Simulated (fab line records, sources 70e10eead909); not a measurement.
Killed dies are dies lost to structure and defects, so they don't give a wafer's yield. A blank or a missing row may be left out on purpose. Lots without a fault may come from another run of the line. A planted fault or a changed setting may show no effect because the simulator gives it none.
Chamber matching | flow nand_harc | NHARC_P_GATE_DESCUM_61 on rie_diel-09: 4 sister chambers
The step chemistry O2, time 3 s. 22 wafers are shown with their chamber, then 11 later ones without.

WAFERS WITH THEIR CHAMBER
wafer  | chamber | drypump_motor_current_A (A) | rf_vpp_V (V) | oes_product_au (a.u.)
L081.1 | 0       | 6.2                         | 57.2         | 1.005
L081.3 | 2       | 6.3                         | 59.2         | 0.980
L081.6 | 2       | 6.4                         | 58.9         | 0.983
L078.1 | 1       | 5.2                         | 58.0         | 1.009
L078.3 | 2       | 6.3                         | 57.3         | 1.004
L078.5 | 3       | 6.5                         | 56.9         | 0.998
L083.1 | 3       | 6.5                         | 57.3         | 0.996
L083.2 | 1       | 5.2                         | 58.0         | 1.009
L083.4 | 0       | 6.2                         | 56.2         | 1.000
L084.3 | 1       | 5.2                         | 57.5         | 0.993
L084.4 | 3       | 6.5                         | 56.7         | 0.999
L084.5 | 1       | 5.2                         | 57.5         | 1.001
L079.1 | 2       | 6.3                         | 58.7         | 0.986
L079.3 | 1       | 5.2                         | 56.7         | 0.992
L079.5 | 1       | 5.2                         | 56.5         | 0.998
L086.1 | 3       | 6.5                         | 57.2         | 0.997
L086.3 | 0       | 6.2                         | 57.5         | 0.985
L086.4 | 2       | 6.3                         | 58.0         | 0.984
L087.1 | 2       | 6.3                         | 58.1         | 0.981
L087.2 | 3       | 6.5                         | 57.8         | 0.979
L087.5 | 1       | 5.2                         | 57.3         | 0.989
L088.3 | 0       | 6.2                         | 56.8         | 0.992

SIGNATURES (means of the wafers above)
reading                 | chamber 0 | chamber 1 | chamber 2 | chamber 3 | scatter within a chamber
drypump_motor_current_A | 6.200     | 5.200     | 6.317     | 6.500     | 0.0215
rf_vpp_V                | 56.925    | 57.357    | 58.367    | 57.180    | 0.583
oes_product_au          | 0.99550   | 0.99871   | 0.98633   | 0.99380   | 0.00849
Rule: a wafer's distance from a chamber is the root of the sum, over the readings, of the square of ((its reading less the chamber's mean) divided by the reading's scatter). The wafer belongs to the nearest chamber; if the next one is less than 2 further off, it can't be placed. The scatter: the root of (the sum of the squares of (reading less its chamber's mean) over the shown wafers, divided by (wafers less chambers)).

WAFERS WITHOUT THEIR CHAMBER
wafer  | drypump_motor_current_A (A) | rf_vpp_V (V) | oes_product_au (a.u.)
L088.4 | 6.3                         | 58.4         | 0.993
L088.5 | 5.2                         | 55.9         | 0.991
L094.1 | 5.2                         | 57.9         | 0.997
L094.2 | 6.5                         | 57.6         | 0.983
L094.3 | 6.3                         | 59.0         | 0.989
L094.4 | 6.3                         | 59.7         | 0.985
L094.5 | 5.2                         | 57.8         | 0.985
L094.6 | 6.5                         | 57.8         | 0.986
L096.3 | 6.4                         | 57.2         | 1.004
L096.5 | 6.3                         | 57.9         | 0.993
L096.6 | 5.2                         | 58.2         | 0.992

WHICH CHAMBER EACH WENT THROUGH
wafer  | from the rows above     | in truth
L088.4 | 2                       | 2
L088.5 | 1                       | 1
L094.1 | 1                       | 1
L094.2 | 3                       | 3
L094.3 | 2                       | 2
L094.4 | 2                       | 2
L094.5 | 1                       | 1
L094.6 | 3                       | 3
L096.3 | can't be placed: 3 or 2 | 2
L096.5 | 2                       | 2
L096.6 | 1                       | 1
Placed correctly: 10 of 11. Can't be placed from these rows: 1 (the true chamber is among the candidates in 1). Placed wrongly: 0.
